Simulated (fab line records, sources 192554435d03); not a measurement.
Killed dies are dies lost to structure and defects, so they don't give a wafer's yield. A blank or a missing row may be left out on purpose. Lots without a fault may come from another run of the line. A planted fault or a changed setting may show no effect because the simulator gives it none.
Chamber matching | flow n5_finfet | N5_BEOL_M0_SAQP_ILD_DEP_01 on pecvd-03: 3 sister chambers
The step deposits SiOC from DEMS/O2, target thk 45.419 nm, time 8.7 s. 3 wafers are shown with their chamber, then 7 later ones without.

WAFERS WITH THEIR CHAMBER
wafer  | chamber | throttle_valve_pct (%)
L089.4 | 2       | 12.4
L092.2 | 0       | 11.9
L092.5 | 1       | 12.2

WAFERS WITHOUT THEIR CHAMBER
wafer  | throttle_valve_pct (%)
L092.6 | 11.3
L094.1 | 12.4
L094.5 | 11.8
L094.6 | 12.6
L097.1 | 12.3
L097.2 | 11.8
L097.3 | 11.6

WHICH CHAMBER EACH WENT THROUGH
wafer  | from the rows above          | in truth
L092.6 | can't be placed: 0 or 1 or 2 | 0
L094.1 | can't be placed: 2 or 1 or 0 | 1
L094.5 | can't be placed: 0 or 1 or 2 | 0
L094.6 | can't be placed: 2 or 1 or 0 | 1
L097.1 | can't be placed: 2 or 1 or 0 | 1
L097.2 | can't be placed: 0 or 1 or 2 | 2
L097.3 | can't be placed: 0 or 1 or 2 | 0
Placed correctly: 0 of 7. Can't be placed from these rows: 7 (the true chamber is among the candidates in 7). Placed wrongly: 0.
How it was worked out, from the rows above alone: a wafer's distance from a chamber is the root of the sum, over the readings, of the square of ((its reading less the chamber's mean) divided by the reading's scatter). The wafer belongs to the nearest chamber; if the next one is less than 2 further off, it can't be placed. A chamber's mean is the mean of its shown wafers. The scatter: with one shown wafer a chamber, the root of the mean of the squares of how far each hidden wafer lies from its nearest shown one.
